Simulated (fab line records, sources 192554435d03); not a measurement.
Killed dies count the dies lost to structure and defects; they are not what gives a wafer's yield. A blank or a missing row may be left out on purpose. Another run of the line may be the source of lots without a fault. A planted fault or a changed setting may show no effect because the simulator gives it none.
The tool behind it: which one? -- flow n5_finfet -- 72 wafers from 24 lots sampled at 2 of the route's 1938 steps

## WHAT THE GAUGES SHOWED, per wafer
N5_BEOL_M3_INSPECT_59: inspects for defects (darkfield).
lot,measured,on,raw_defect_count
L074,day 8 16:33,defect_inspect-01,73 63 65
L076,day 9 00:01,defect_inspect-01,54 111 116
L077,day 9 11:04,defect_inspect-02,47 63 88
L075,day 9 13:49,defect_inspect-02,95 77 83
L078,day 9 14:41,defect_inspect-01,72 47 92
L079,day 9 20:19,defect_inspect-02,55 49 65
L080,day 10 04:55,defect_inspect-01,72 62 90
L081,day 10 17:19,defect_inspect-02,70 79 49
L082,day 10 23:51,defect_inspect-02,46 106 73
L083,day 11 02:13,defect_inspect-02,76 60 62
L084,day 11 02:38,defect_inspect-01,124 116 110
L085,day 11 16:58,defect_inspect-02,79 78 69
L087,day 12 00:40,defect_inspect-01,41 45 47
L086,day 12 00:43,defect_inspect-02,50 55 45
L090,day 12 14:22,defect_inspect-02,68 75 112
L089,day 12 14:43,defect_inspect-01,50 36 73
L088,day 13 04:01,defect_inspect-01,62 65 79
L091,day 13 07:26,defect_inspect-01,74 39 62
L092,day 13 08:52,defect_inspect-01,80 43 46
L093,day 13 16:26,defect_inspect-02,75 51 89
L094,day 13 21:10,defect_inspect-01,75 116 123
L095,day 13 23:50,defect_inspect-02,48 79 80
L096,day 14 04:03,defect_inspect-02,73 59 84
L097,day 14 10:10,defect_inspect-02,139 102 66

N5_BEOL_M4_OVL_MEAS_12.
lot,measured,on,M4_OVL (nm)
L074,day 8 19:47,overlay-01,-0.3 -0.3 -0.6
L076,day 9 01:16,overlay-01,-1.3 -1.1 -1.0
L077,day 9 13:18,overlay-02,0.1 -1.6 -0.1
L075,day 9 14:53,overlay-02,0.9 1.4 1.3
L078,day 9 17:04,overlay-02,-1.1 -0.9 -0.4
L079,day 9 23:01,overlay-01,-1.3 -0.2 0.3
L080,day 10 05:44,overlay-02,-0.9 0.1 0.2
L081,day 10 18:44,overlay-02,0.1 0.9 -1.1
L082,day 11 01:51,overlay-01,-0.6 -0.6 -0.4
L083,day 11 04:12,overlay-02,-0.7 0.3 0.1
L084,day 11 04:40,overlay-02,-1.3 -1.4 -1.5
L085,day 11 19:56,overlay-02,0.7 0.9 0.2
L087,day 12 01:59,overlay-01,-0.4 0.2 -0.6
L086,day 12 02:09,overlay-02,-0.2 0.0 -0.8
L090,day 12 17:04,overlay-02,0.4 0.5 0.3
L089,day 12 17:10,overlay-02,-0.4 -1.0 0.6
L088,day 13 07:16,overlay-01,-0.1 0.0 0.8
L091,day 13 08:19,overlay-02,-1.0 0.4 -0.1
L092,day 13 11:41,overlay-02,0.1 -0.2 -0.2
L093,day 13 17:19,overlay-02,-1.1 -0.5 0.8
L094,day 13 22:50,overlay-01,0.9 0.8 -0.2
L095,day 14 01:00,overlay-01,-0.1 -0.6 -0.2
L096,day 14 05:55,overlay-01,-0.9 -0.7 -0.9
L097,day 14 11:26,overlay-02,-0.1 0.4 -0.1

## EACH LOT AND THE TOOL THAT RAN IT (in order: tool; ch and the chambers of the sampled wafers; start)
The record shows no process step preceding these readings.

## WHAT THE TOOLS THEMSELVES READ (means of the sampled wafers that have a number; where no wafer has one, the mark that the record gives instead)
The record holds no such reading with a usual standard deviation.

## THE ANSWER, worked out from the rows above alone
Rule: the usual values come from the lots themselves. Put in order of their means at a reading, lots are off if they are a third of the lots or fewer, leave a main group of 4 or more, and stand apart from it by a gap of 3 or more times the standard deviation of the main group's means; of several such gaps the widest counts. A main group whose means are all the same, to the digits that the tables above print for the reading, isn't used. A lot without any number at a reading at which 4 lots or more have one is off too. Where the step has rows for the other lots, those lots are counted as sound. First the gauges in route order, then the tools' own readings, where a lot's mean is used as printed above. At the first step where some lot is off, the reading lying furthest off is the one used; lots without a number count as furthest.
No lot is off on any of the readings shown, so nothing can be concluded from this.

## WHAT WAS PUT IN BY THE SIMULATOR
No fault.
